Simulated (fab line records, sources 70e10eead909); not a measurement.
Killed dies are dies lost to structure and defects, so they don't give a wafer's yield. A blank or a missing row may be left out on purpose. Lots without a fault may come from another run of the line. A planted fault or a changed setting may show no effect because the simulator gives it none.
A struck lot beside a sound one | flow nand_harc | 42 steps out of a route of 1302
Sound: wafers L520.1, L520.4, L520.6. Struck: wafer L532.1. (L532.2, L532.5 of the same lot were not struck and are left out.) The cause comes at the end.
At each step with rows: each side's tool, then ch and its chambers, then its first start. Under that, the readings that differ: sound wafers | struck wafers | difference of the means | sigmas: that difference in standard deviations of wafers without a fault.
alike: readings whose means differ by less than 2 such deviations, and words and numbers that are the same on both sides. not compared: withheld readings, readings that some wafer has no value for, bounds like >300 that may hide the same value, and numbers for which the record gives no deviation and whose values overlap.
The two part at a step that has a row with sigmas, a row that says differs or no value, or rows on one side only. Numbers that don't overlap but have no deviation are shown without sigmas and don't part them. A reading that every wafer of one side lacks parts them only if that side has two wafers or more.

first, 4 steps without rows for these wafers: NHARC_HYBRID_BOND_PRECLEAN_01 (cleans in DIW, time 300 s); NHARC_HYBRID_BOND_SRD_02 (time 30 s, dry time 20 s); NHARC_HYBRID_BOND_BOND_03; NHARC_HYBRID_BOND_ANNEAL_04 (time 7200 s).
NHARC_HYBRID_BOND_OVL_MEAS_05:
  sound on overlay-02, day 23 16:43; struck on overlay-01, day 29 06:40
  reading           | sound      | struck | difference | sigmas
  overlay_y_nm (nm) | 18 -29 -82 | 35     | +66        | +2
  alike: overlay_x_nm
NHARC_HYBRID_BOND_INSPECT_06: inspects for defects (ir void).
  sound on defect_inspect-01, day 23 16:46; struck on defect_inspect-01, day 29 06:43
  alike: raw_defect_count
then, 2 steps without rows for these wafers: NHARC_THIN_TSV_GRIND_00; NHARC_THIN_TSV_CMP_01 (polishes).
NHARC_THIN_TSV_THK_MEAS_02: measures by ir.
  sound on film_metro-02, day 23 18:26; struck on film_metro-01, day 29 09:34
  alike: thk_nm
then, 3 steps without rows for these wafers: NHARC_THIN_TSV_SRD_03; NHARC_THIN_TSV_PRECLEAN_41 (cleans in SC1); NHARC_THIN_TSV_SRD_42.
NHARC_THIN_TSV_DEP_43: deposits SiO2, target thk 1328.5 nm.
  sound on pecvd-03 ch 0,1, day 23 18:39; struck on pecvd-02 ch 2, day 29 09:50
  alike: rf_fwd_power_W, throttle_valve_pct
then, 8 steps without rows for these wafers: NHARC_THIN_TSV_DEHYDRATE_04 (time 120 s); NHARC_THIN_TSV_HMDS_05 (time 30 s); NHARC_THIN_TSV_COAT_06; NHARC_THIN_TSV_SOFTBAKE_07 (time 95 s); NHARC_THIN_TSV_EBR_08; NHARC_THIN_TSV_EXPOSE_09 (exposes mask TSV); NHARC_THIN_TSV_PEB_10 (peb time 85 s); NHARC_THIN_TSV_DEVELOP_11 (time 70 s).
NHARC_THIN_TSV_CD_MEAS_12: target cd 1000 nm.
  sound on cd_sem-03 ch 0, day 23 19:21; struck on cd_sem-03 ch 0, day 29 10:37
  alike: cd_nm
then, 4 steps without rows for these wafers: NHARC_THIN_TSV_HARDBAKE_13 (time 80 s); NHARC_THIN_TSV_DESCUM_14 (chemistry O2, time 3 s); NHARC_THIN_TSV_ETCH_44 (etches the open film in CF4/O2, target depth 1594.2 nm, time 797.1 s); NHARC_THIN_TSV_ETCH_15 (target depth 3000 nm, bosch target overetch cycles 2, bosch etch step 2.8 s).
NHARC_THIN_TSV_CD_MEAS_16:
  sound on cd_sem-01, day 23 20:19; struck on cd_sem-02, day 29 11:35
  alike: cd_nm
then, 2 steps without rows for these wafers: NHARC_THIN_TSV_STRIP_45 (strips in O2); NHARC_THIN_TSV_STRIP_46 (strips in post etch residue remover, time 1200 s).
NHARC_THIN_TSV_DEP_47: deposits SiO2, target thk 200 nm.
  sound on pecvd-02 ch 1,2, day 23 21:25; struck on pecvd-02 ch 0, day 29 12:28
  alike: rf_fwd_power_W, throttle_valve_pct
NHARC_THIN_TSV_ETCHBACK_48: etches the open film in C4F8/Ar, target depth 1028.5 nm, time 405.17 s.
  sound on rie_diel-09 ch 1,2,3, day 23 21:47; struck on rie_diel-09 ch 0, day 29 12:51
  alike: oes_product_au, rf_fwd_power_W, rf_vpp_V
  not compared: rf_hours_counter_h
NHARC_THIN_TSV_STRIP_62: strips in N2/H2, time 20 s.
  sound on plasma_asher-02 ch 0, day 23 22:05; struck on plasma_asher-02 ch 0, day 29 13:19
  alike: drypump_motor_current_A, heater_power_w
  not compared: rf_hours_counter_h, rf_refl_power_W
then, 5 steps without rows for these wafers: NHARC_THIN_TSV_DEGAS_49 (time 120 s); NHARC_THIN_TSV_PRE_CLEAN_50 (time 30 s); NHARC_THIN_TSV_PVD_19 (deposits TaN, target thk 20 nm); NHARC_THIN_TSV_PVD_51 (deposits Cu, target thk 100 nm); NHARC_THIN_TSV_ECD_20 (material Cu, target thk 2000 nm).
NHARC_THIN_TSV_ANNEAL_52: time 90 s.
  sound on rtp_anneal-02 ch 0, day 23 23:26; struck on rtp_anneal-02 ch 0, day 29 14:41
  alike: wafer_temp_C_max
then, 2 steps without rows for these wafers: NHARC_THIN_TSV_CMP_21 (polishes, t overpolish 30 s, target thk 2000 nm); NHARC_THIN_TSV_SRD_23.
NHARC_THIN_TSV_DEGAS_53: time 60 s.
  sound on pvd_sputter-03, day 24 00:15; struck on pvd_sputter-02, day 29 15:31
  alike: heater_power_w
NHARC_END_SORT_01:
  sound on prober-01 ch 0, day 24 11:39; struck on prober-01 ch 0, day 30 08:20
  reading                  | sound          | struck | difference | sigmas
  defect_limited_yield (%) | 95.6 94.5 94.4 | 1.2    | -93.6      | -32
  killed_at_other          | 1 0 2          | 613    | +612       | +99 or more
  killed_dies              | 30 37 38       | 669    | +634       | +32
  sort_bin_2_pct (%)       | 1.8 1.6 1.9    | 93.2   | +91.4      | +70
  sort_n_pass              | 647 640 639    | 8      | -634       | -32
  sort_rim_yield_pct (%)   | 91 87 91       | 0      | -90        | -22
  sort_yield_pct (%)       | 95.6 94.5 94.4 | 1.2    | -93.6      | -32
  alike: killed_at_array, killed_at_periphery, killed_open, killed_short, sort_bin_3_pct, sort_bin_4_pct

WHERE THEY PART
First at NHARC_HYBRID_BOND_OVL_MEAS_05; last, within this record, at NHARC_END_SORT_01.

WHY: what the simulator had put in
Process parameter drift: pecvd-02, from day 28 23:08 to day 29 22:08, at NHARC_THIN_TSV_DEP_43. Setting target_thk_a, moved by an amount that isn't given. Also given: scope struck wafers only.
